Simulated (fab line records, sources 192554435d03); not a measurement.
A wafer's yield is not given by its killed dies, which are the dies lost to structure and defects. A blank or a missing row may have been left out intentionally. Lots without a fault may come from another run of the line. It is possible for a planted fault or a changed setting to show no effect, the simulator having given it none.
Lot-split experiment || flow n5-finfet || 21 wafers read across 7 lots, on a route 1938 steps long

== ON THE SPLIT ==
At N5_MIM_BOT_ETCH_ETCH_04 (etches SiNx in CF4/O2, target depth 26 nm, time 13 s), the setting time-s was moved away from the recipe's 13 s on 4 of the 21 wafers read, by -16.9% to +13.0%. For the rest of the wafers, this setting stayed at what the recipe calls for.

Reading taken at the split's own step.

== THE READING ==
etch.depth-nm (the simulator's own value, which no gauge read), in nm, at N5_MIM_BOT_ETCH_ETCH_04 (etches SiNx in CF4/O2, target depth 26 nm, time 13 s). The file does not state a usual value for it. Average 26.12 nm, standard deviation 0.39 nm, over the 17 wafers here run with the recipe.

{"wafer": "L075.1", "tool, chamber at the split": "rie-diel-06, 2", "time-s as run, s": 13, "against the recipe": "recipe", "etch.depth-nm, nm": 25.82, "against lot-mates on the recipe": "-"}
{"wafer": "L075.2", "tool, chamber at the split": "rie-diel-06, 3", "time-s as run, s": 13, "against the recipe": "recipe", "etch.depth-nm, nm": 25.78, "against lot-mates on the recipe": "-"}
{"wafer": "L075.4", "tool, chamber at the split": "rie-diel-06, 0", "time-s as run, s": 13, "against the recipe": "recipe", "etch.depth-nm, nm": 25.6, "against lot-mates on the recipe": "-"}
{"wafer": "L084.4", "tool, chamber at the split": "rie-diel-04, 2", "time-s as run, s": 13, "against the recipe": "recipe", "etch.depth-nm, nm": 26.15, "against lot-mates on the recipe": "-"}
{"wafer": "L084.5", "tool, chamber at the split": "rie-diel-04, 3", "time-s as run, s": 13, "against the recipe": "recipe", "etch.depth-nm, nm": 26.77, "against lot-mates on the recipe": "-"}
{"wafer": "L084.6", "tool, chamber at the split": "rie-diel-04, 0", "time-s as run, s": 13, "against the recipe": "recipe", "etch.depth-nm, nm": 26.11, "against lot-mates on the recipe": "-"}
{"wafer": "L085.1", "tool, chamber at the split": "rie-diel-06, 2", "time-s as run, s": 10.8, "against the recipe": "-16.9%", "etch.depth-nm, nm": 21.61, "against lot-mates on the recipe": -4.77}
{"wafer": "L085.3", "tool, chamber at the split": "rie-diel-06, 0", "time-s as run, s": 13, "against the recipe": "recipe", "etch.depth-nm, nm": 26.18, "against lot-mates on the recipe": "-"}
{"wafer": "L085.4", "tool, chamber at the split": "rie-diel-06, 1", "time-s as run, s": 13, "against the recipe": "recipe", "etch.depth-nm, nm": 26.59, "against lot-mates on the recipe": "-"}
{"wafer": "L091.1", "tool, chamber at the split": "rie-diel-06, 1", "time-s as run, s": 11.78, "against the recipe": "-9.4%", "etch.depth-nm, nm": 23.34, "against lot-mates on the recipe": -2.57}
{"wafer": "L091.2", "tool, chamber at the split": "rie-diel-06, 0", "time-s as run, s": 13, "against the recipe": "recipe", "etch.depth-nm, nm": 25.32, "against lot-mates on the recipe": "-"}
{"wafer": "L091.6", "tool, chamber at the split": "rie-diel-06, 3", "time-s as run, s": 13, "against the recipe": "recipe", "etch.depth-nm, nm": 26.51, "against lot-mates on the recipe": "-"}
{"wafer": "L090.1", "tool, chamber at the split": "rie-diel-03, 3", "time-s as run, s": 14.69, "against the recipe": "+13.0%", "etch.depth-nm, nm": 29.44, "against lot-mates on the recipe": "+3.88"}
{"wafer": "L090.2", "tool, chamber at the split": "rie-diel-03, 0", "time-s as run, s": 14.69, "against the recipe": "+13.0%", "etch.depth-nm, nm": 29.15, "against lot-mates on the recipe": "+3.59"}
{"wafer": "L090.3", "tool, chamber at the split": "rie-diel-03, 2", "time-s as run, s": 13, "against the recipe": "recipe", "etch.depth-nm, nm": 25.56, "against lot-mates on the recipe": "-"}
{"wafer": "L089.1", "tool, chamber at the split": "rie-diel-04, 1", "time-s as run, s": 13, "against the recipe": "recipe", "etch.depth-nm, nm": 26.5, "against lot-mates on the recipe": "-"}
{"wafer": "L089.4", "tool, chamber at the split": "rie-diel-04, 2", "time-s as run, s": 13, "against the recipe": "recipe", "etch.depth-nm, nm": 26.23, "against lot-mates on the recipe": "-"}
{"wafer": "L089.5", "tool, chamber at the split": "rie-diel-04, 1", "time-s as run, s": 13, "against the recipe": "recipe", "etch.depth-nm, nm": 26.45, "against lot-mates on the recipe": "-"}
{"wafer": "L097.2", "tool, chamber at the split": "rie-diel-06, 1", "time-s as run, s": 13, "against the recipe": "recipe", "etch.depth-nm, nm": 26.34, "against lot-mates on the recipe": "-"}
{"wafer": "L097.3", "tool, chamber at the split": "rie-diel-06, 2", "time-s as run, s": 13, "against the recipe": "recipe", "etch.depth-nm, nm": 25.85, "against lot-mates on the recipe": "-"}
{"wafer": "L097.4", "tool, chamber at the split": "rie-diel-06, 0", "time-s as run, s": 13, "against the recipe": "recipe", "etch.depth-nm, nm": 26.21, "against lot-mates on the recipe": "-"}

THE FIT
A straight line over all 21 wafers: etch.depth-nm changes by +0.26 nm for each +1% of time-s; r = +0.97; the points scatter about the line by 0.39 nm.
The same after taking each lot's own level away (the mean of its wafers on the recipe; 21 wafers): +0.284 nm for each +1%; r = +0.99; scatter 0.26 nm.
The reading moves by 4.8 nm for the largest change in time-s, on that fit.
The span of the lots' own levels, 25.560 to 26.393 nm, comes to 2.1 times the standard deviation stated above.
So the lot-to-lot level changes the slope little: the two slopes agree.
Check: for one of the wafers moved furthest among these (-16.9%), held out of the fit, the line's prediction against its lot-mates is -4.8 nm. Against them it came out at -4.77 nm.

== ADDITIONAL SPLITS CARRIED BY THESE WAFERS ==
Other splits were also applied to these wafers ahead of the reading. Each is held against what the fit with the lots' levels taken away leaves over:
{"other split on the same wafers": "N5_BEOL_M15_EXPOSE_25 dose-mj", "wafers away from the commonest value": 6, "r with etch.depth-nm (lot level and that fit taken away)": -0.06}
{"other split on the same wafers": "N5_BEOL_M15_TRENCH_ETCH_34 time-s", "wafers away from the commonest value": 9, "r with etch.depth-nm (lot level and that fit taken away)": "+0.11"}

== THE FILE'S OWN FIT ==
etch.depth-nm changes by +0.283 nm for each +1% of time-s, r = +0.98.
